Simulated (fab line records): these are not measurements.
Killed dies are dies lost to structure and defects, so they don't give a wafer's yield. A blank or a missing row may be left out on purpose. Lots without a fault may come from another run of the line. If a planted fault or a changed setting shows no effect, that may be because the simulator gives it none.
Comparing a struck lot with a sound one | flow n5Finfet | 36 out of 1938 route steps
Sound: the wafers L490.1, L490.2, L490.4. Struck: wafer L496.4. (L496.3 of the same lot was not struck and is left out.) The cause comes at the end.
At each step with rows: each side's tool, then ch and its chambers, then its first start. Under that, the readings that differ: sound wafers | struck wafers | difference of the means | sigmas: that difference in standard deviations of wafers without a fault.
alike: same words and numbers on both sides, and readings whose means sit less than 2 such deviations apart. not compared: any withheld reading, any reading some wafer has no value for, any bound like >300 that may hide the same value, and any number with overlapping values for which the record gives no deviation.
The two part at a step that has a row with sigmas, a row that says differs or no value, or rows on one side only. Numbers that don't overlap but have no deviation are shown without sigmas and don't part them. A reading missing from all wafers of one side parts the sides only when that side holds two or more wafers.

first, 9 steps without rows for these wafers: N5_SD_EPI_N_DEVELOP_08 (develop time 30 s); N5_SD_EPI_N_DESCUM_14 (chemistry O2, time 7.9 s); N5_SD_EPI_N_ETCH_34 (etches SiARC in CF4, target depth 45.5 nm, time 75.8 s); N5_SD_EPI_N_ETCH_35 (etches SOC in N2/H2, overetch 108 nm, time 486 s); N5_SD_EPI_N_STRIP_36 (strips in N2/H2); N5_SD_EPI_N_ETCHBACK_44 (etches SiNx in CH3F/O2, stops on SiO2, target depth 14.5 nm); N5_SD_EPI_N_ETCH_45 (etches SiOCN in CH3F/O2, target depth 6 nm); N5_SD_EPI_N_ETCH_16 (etches SiO2 in CHF3/O2, target depth 5 nm); N5_SD_EPI_N_STRIP_47 (strips in CHF3/O2).
N5_SD_EPI_N_SD_RECESS_17: chemistry HBr/Cl2/O2, target depth 41 nm, time 23.7 s, bt time 3 s.
  sound on rieSi-02 ch 1,2,3, day 4 21:49; struck on rieSi-02 ch 1, day 6 07:08
reading                                | sound             | struck | difference | sigmas
model.etch.depthNm (nm)                | 41.65 40.88 41.85 | 46.04  | +4.58      | 
model.SD_EPI_N.featureDepthNm (nm)     | 41.6 40.8 41.8    | 46     | +5         | 
model.Si_of_WELL_APT_EPI_41.thkNm (nm) | 8.4 9.4 8.6       | 4.2    | -4.6       | 
  alike: HBr_flow_sccm, drypumpMotorCurrentA, oesProductAu, throttleValvePct
  not compared: rfHoursCounterH
then, 2 steps without rows for these wafers: N5_SD_EPI_N_STRIP_38 (strips in N2/H2); N5_SD_EPI_N_WET_ETCH_43 (etches SiO2 in dHF, time 14 s, target depth 1.5 nm).
N5_SD_EPI_N_STRIP_18: strips in SPM, time 750 s.
  sound on wetBench-06 ch 5,6,7, day 4 22:01; struck on wetBench-02 ch 4, day 6 07:20
reading                                | sound     | struck | difference | sigmas
model.Si_of_WELL_APT_EPI_41.thkNm (nm) | 8 9.2 8.2 | 4      | -4         | 
then, 21 steps without rows for these wafers: N5_SD_EPI_N_SRD_20 (time 30 s); N5_SD_EPI_N_PRECLEAN_48 (cleans in NF3:NH3, afs cycles 2, time 20 s, sublimation time 60 s); N5_SD_EPI_N_VAPOR_ETCH_50 (etches Si in HCl, time 54 s); N5_SD_EPI_N_EPI_21 (deposits Si:P, time 690 s); N5_SD_EPI_N_PRECLEAN_24 (cleans in O3/DIW, time 60 s); N5_SD_EPI_N_SRD_25 (time 30 s); N5_SD_EPI_N_PRECLEAN_49 (cleans in NF3:NH3, afs cycles 1, time 20 s, sublimation time 60 s); N5_SD_EPI_N_LINER_46 (material SiNx, target thk 3 nm); N5_SD_EPI_P_COAT_34 (time 60 s, resist thk 350 nm); N5_SD_EPI_P_COAT_35 (time 60 s, resist thk 35 nm); N5_SD_EPI_P_COAT_03 (resist thk 150 nm); N5_SD_EPI_P_EBR_05; N5_SD_EPI_P_SOFTBAKE_04 (time 60 s); N5_SD_EPI_P_EXPOSE_06 (exposes mask SD P BLK, target cd 240 nm); N5_SD_EPI_P_PEB_07 (peb time 60 s); N5_SD_EPI_P_DEVELOP_08 (develop time 30 s); N5_SD_EPI_P_DESCUM_14 (chemistry O2, time 7.9 s); N5_SD_EPI_P_ETCH_36 (etches SiARC in CF4, target depth 45.5 nm, time 75.8 s); N5_SD_EPI_P_ETCH_37 (etches SOC in N2/H2, overetch 108 nm, time 486 s); N5_SD_EPI_P_STRIP_38 (strips in N2/H2); N5_SD_EPI_P_ETCHBACK_46 (etches SiNx in CH3F/O2, stops on SiO2, target depth 17.5 nm).
-- record jumps: 7 days separate the struck wafers' starts on either side; left off in module SD_EPI_P, taken up again in module BEOL_M4, whose first shown step is the route's number 1111 --
N5_BEOL_M4_RC_MEAS_101:
  sound on prober-02 ch 0, day 9 09:44; struck on prober-02 ch 0, day 12 21:37
reading            | sound          | struck | difference | sigmas
CJ_N               | 4.40 4.30 4.39 | 4.76   | +0.40      | +4
DIBL_N (mV/V)      | 36.5 36.5 37.1 | 40.2   | +3.5       | +2
IOFF_N (nA/um)     | 0.15 0.15 0.17 | 0.29   | +0.13      | +4
IOFF_N_85C (nA/um) | 3.0 3.0 3.4    | 5.1    | +2.0       | +4
ION_N (uA/um)      | 683 673 672    | 700    | +24        | +2
SS_N (mV/dec)      | 72.1 72.0 72.1 | 74.3   | +2.2       | +4
  alike: DIBL_P, IOFF_P, ION_P, SS_P, VT_N, VT_P
-- here the record skips 5 days between the struck wafers' starts before and after, leaving off in module BEOL_M4 and picking up in module PASSIVATION (first step shown: number 1936 of the route) --
N5_PASSIVATION_PROBE_49:
  struck on prober-02, day 18 02:37; sound on prober-01, day 12 23:37
reading                | sound       | struck | difference | sigmas
killedAtFrontEnd       | 49 42 74    | 28     | -27        | -2
sort_bin_4_leakage (%) | 0 0 0       | 0.17   | +0.17      | 
sort_bin_6_memory (%)  | 4.2 3.2 5.3 | 2.7    | -1.5       | -2
  alike: defectLimitedYield, killed_at_M0_to_M3, killed_at_M4_up, killedAtContacts, killedAtOther, killedDies, killedOpen, killedShort, sort_bin_5_function, sortNPass, sortYieldPct

== WHERE THEY PART ==
At N5_BEOL_M4_RC_MEAS_101 first; at N5_PASSIVATION_PROBE_49 last (within this record only).

WHY: the cause the simulator had injected
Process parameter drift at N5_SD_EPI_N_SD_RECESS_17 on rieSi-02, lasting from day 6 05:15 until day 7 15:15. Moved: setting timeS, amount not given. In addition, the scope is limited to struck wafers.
